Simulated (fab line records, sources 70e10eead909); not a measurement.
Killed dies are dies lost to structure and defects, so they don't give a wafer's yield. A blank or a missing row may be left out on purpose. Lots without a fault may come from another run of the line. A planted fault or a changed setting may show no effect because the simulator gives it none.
A struck lot beside a sound one | flow nand_harc | 18 steps out of a route of 1302
Sound: wafers L182.3, L182.4, L182.6. Struck: wafers L191.1, L191.3, L191.4. The cause comes at the end.
At each step with rows: each side's tool, then ch and its chambers, then its first start. Under that, the readings that differ: sound wafers | struck wafers | difference of the means | sigmas: that difference in standard deviations of wafers without a fault.
alike: readings whose means differ by less than 2 such deviations, and words and numbers that are the same on both sides. not compared: withheld readings, readings that some wafer has no value for, bounds like >300 that may hide the same value, and numbers for which the record gives no deviation and whose values overlap.
The two part at a step that has a row with sigmas, a row that says differs or no value, or rows on one side only. Numbers that don't overlap but have no deviation are shown without sigmas and don't part them. A reading that every wafer of one side lacks parts them only if that side has two wafers or more.

NHARC_P_ZERO_WELL_CD_MEAS_11: target cd 500 nm.
  sound on cd_sem-01 ch 0, day 2 07:07; struck on cd_sem-02 ch 0, day 6 01:14
  alike: cd_nm
then, 1 step without rows for these wafers: NHARC_P_ZERO_WELL_HARDBAKE_12 (time 65 s).
NHARC_P_ZERO_WELL_DESCUM_13: chemistry O2, time 3 s.
  sound on rie_diel-11 ch 1,2, day 2 07:16; struck on rie_diel-11 ch 0,1,2, day 6 01:23
  alike: drypump_motor_current_A, oes_product_au, rf_vpp_V, showerhead_plenum_p_Torr, throttle_valve_pct
  not compared: rf_hours_counter_h
NHARC_P_ZERO_WELL_ETCH_65: etches the open film in N2/H2, target depth 80 nm, overetch 24 nm, time 87.88 s.
  sound on rie_diel-11 ch 1,3, day 2 07:22; struck on rie_diel-11 ch 0,1,3, day 6 01:29
  alike: drypump_motor_current_A, oes_product_au, rf_fwd_power_W, rf_vpp_V, showerhead_plenum_p_Torr, throttle_valve_pct
  not compared: rf_hours_counter_h
NHARC_P_ZERO_WELL_ETCH_62: etches the open film in CHF3/Ar, target depth 13 nm, time 6.5 s.
  sound on rie_diel-11 ch 0,1,3; struck on rie_diel-11 ch 0,2,3
  alike: chf3_flow_sccm, drypump_motor_current_A, oes_product_au, rf_fwd_power_W, rf_vpp_V, showerhead_plenum_p_Torr, throttle_valve_pct
  not compared: rf_hours_counter_h
NHARC_P_ZERO_WELL_ETCH_63: etches the open film in HBr/Cl2, target depth 120 nm, time 40.1 s.
  sound on rie_si-04 ch 0,2, day 2 07:32; struck on rie_si-03 ch 0,2,3, day 6 01:40
  alike: drypump_motor_current_A, oes_product_au, rf_fwd_power_W, throttle_valve_pct
  not compared: rf_hours_counter_h
then, 6 steps without rows for these wafers: NHARC_P_ZERO_WELL_STRIP_15 (strips in SPM, time 900 s); NHARC_P_ZERO_WELL_DEHYDRATE_16 (time 120 s); NHARC_P_ZERO_WELL_HMDS_17 (time 30 s); NHARC_P_ZERO_WELL_COAT_18; NHARC_P_ZERO_WELL_SOFTBAKE_19 (time 95 s); NHARC_P_ZERO_WELL_EBR_20.
NHARC_P_ZERO_WELL_EXPOSE_21: exposes mask P NWELL, target cd 720 nm.
  sound on krf_scanner-03 ch 0, day 2 08:19; struck on krf_scanner-02 ch 0, day 6 02:26
  reading | sound                         | struck                     | difference | sigmas
  mask    | P_NWELL#0 P_NWELL#0 P_NWELL#0 | P_HVPW#0 P_HVPW#0 P_HVPW#0 | differs    |
  alike: exposure_dose_mJ_cm2
then, 2 steps without rows for these wafers: NHARC_P_ZERO_WELL_PEB_22 (peb time 85 s); NHARC_P_ZERO_WELL_DEVELOP_23 (time 70 s).
NHARC_P_ZERO_WELL_CD_MEAS_24: target cd 720 nm.
  sound on cd_sem-01 ch 0, day 2 08:28; struck on cd_sem-01 ch 0, day 6 02:36
  reading    | sound             | struck | difference                    | sigmas
  cd_nm (nm) | 722.8 721.6 720.1 | - - -  | no value on the struck wafers |
then, 1 step without rows for these wafers: NHARC_P_ZERO_WELL_HARDBAKE_25 (time 80 s).
-- the record jumps here: 22 days lie between the struck wafers' starts before and after (it left off in module P_ZERO_WELL and takes up again in module END, whose first step shown is number 1302 of the route) --
NHARC_END_SORT_01:
  the record has rows for the struck wafers here (prober-01 ch 0, day 28 13:32) and none for the sound ones

WHERE THEY PART
First at NHARC_P_ZERO_WELL_EXPOSE_21; last, within this record, at NHARC_END_SORT_01.

WHY: what the simulator had put in
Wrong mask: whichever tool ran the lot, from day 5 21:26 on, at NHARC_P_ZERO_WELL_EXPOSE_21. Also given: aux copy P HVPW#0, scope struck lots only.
